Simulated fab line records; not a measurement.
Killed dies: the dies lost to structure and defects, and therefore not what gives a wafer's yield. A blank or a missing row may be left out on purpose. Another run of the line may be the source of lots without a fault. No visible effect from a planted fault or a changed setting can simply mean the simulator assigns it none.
Which of the tools did it? || flow n5 finfet || at 1 step of a route of 1938, 24 lots with 72 wafers sampled

## WHAT EACH GAUGE READ, for each wafer
N5_BEOL_M5_CD_MEAS_28: target cd 30.6 nm, target cd y 20 nm.
{"lot": "L075", "measured": "day 8 13:37", "on": "cd sem-03", "cd nm (nm)": "30.49 30.48 30.48"}
{"lot": "L074", "measured": "day 8 22:52", "on": "cd sem-02", "cd nm (nm)": "30.70 30.66 30.52"}
{"lot": "L076", "measured": "day 9 03:44", "on": "cd sem-02", "cd nm (nm)": "30.53 30.68 30.58"}
{"lot": "L077", "measured": "day 9 09:24", "on": "cd sem-03", "cd nm (nm)": "30.67 30.51 30.48"}
{"lot": "L078", "measured": "day 9 14:30", "on": "cd sem-02", "cd nm (nm)": "30.64 30.44 30.78"}
{"lot": "L079", "measured": "day 10 01:01", "on": "cd sem-02", "cd nm (nm)": "30.47 30.91 30.75"}
{"lot": "L082", "measured": "day 10 19:49", "on": "cd sem-02", "cd nm (nm)": "30.67 30.90 30.49"}
{"lot": "L081", "measured": "day 11 00:06", "on": "cd sem-03", "cd nm (nm)": "30.74 30.15 30.30"}
{"lot": "L080", "measured": "day 11 08:11", "on": "cd sem-03", "cd nm (nm)": "30.63 30.86 30.98"}
{"lot": "L084", "measured": "day 11 11:32", "on": "cd sem-02", "cd nm (nm)": "30.44 30.78 30.76"}
{"lot": "L083", "measured": "day 11 13:38", "on": "cd sem-02", "cd nm (nm)": "30.75 30.77 31.03"}
{"lot": "L085", "measured": "day 11 15:27", "on": "cd sem-01", "cd nm (nm)": "30.70 30.72 30.55"}
{"lot": "L086", "measured": "day 12 02:50", "on": "cd sem-01", "cd nm (nm)": "30.81 30.52 30.50"}
{"lot": "L088", "measured": "day 12 23:49", "on": "cd sem-01", "cd nm (nm)": "30.35 30.54 30.40"}
{"lot": "L087", "measured": "day 12 23:52", "on": "cd sem-02", "cd nm (nm)": "30.59 30.64 30.81"}
{"lot": "L091", "measured": "day 13 03:33", "on": "cd sem-03", "cd nm (nm)": "30.68 30.23 30.49"}
{"lot": "L089", "measured": "day 13 08:21", "on": "cd sem-03", "cd nm (nm)": "30.54 30.77 30.45"}
{"lot": "L092", "measured": "day 14 04:04", "on": "cd sem-01", "cd nm (nm)": "30.73 30.19 30.66"}
{"lot": "L090", "measured": "day 14 04:06", "on": "cd sem-03", "cd nm (nm)": "30.79 30.84 31.00"}
{"lot": "L093", "measured": "day 14 09:50", "on": "cd sem-02", "cd nm (nm)": "30.29 30.66 30.37"}
{"lot": "L095", "measured": "day 15 03:07", "on": "cd sem-01", "cd nm (nm)": "30.37 30.63 30.29"}
{"lot": "L094", "measured": "day 15 03:10", "on": "cd sem-03", "cd nm (nm)": "30.72 30.56 30.47"}
{"lot": "L097", "measured": "day 15 12:10", "on": "cd sem-03", "cd nm (nm)": "30.73 30.64 30.76"}
{"lot": "L096", "measured": "day 15 12:13", "on": "cd sem-03", "cd nm (nm)": "30.79 30.28 30.56"}

## WHAT TOOL EACH LOT RAN ON (gives the tool, then ch and the chambers of the sampled wafers, and finally the start)
The record holds no process step before these readings.

## WHAT THE TOOLS THEMSELVES READ (means of the sampled wafers that have a number; where no wafer has one, the mark that the record gives instead)
The record holds no such reading with a usual standard deviation.

## THE ANSWER, worked out from the rows above alone
Rule: the lots themselves supply what counts as usual. Put in order of their means at a reading, lots are off if they are a third of the lots or fewer, leave a main group of 4 or more, and stand apart from it by a gap of 3 or more times the standard deviation of the main group's means; of several such gaps the widest counts. Not used: any main group whose means are identical at the precision the tables above print for the reading. Also off: a lot with no number at a reading for which 4 or more lots have one. All remaining lots with rows at the step are treated as sound. Order of review: gauges by route order, followed by the tools' own readings, for which a lot's mean as printed above is used. The first step at which some lot is off is used, and at that step the reading that is off furthest; a lot without a number counts as furthest.
Nothing can be told from this: no lot is off at any reading shown.

## WHAT THE SIMULATOR PUT IN
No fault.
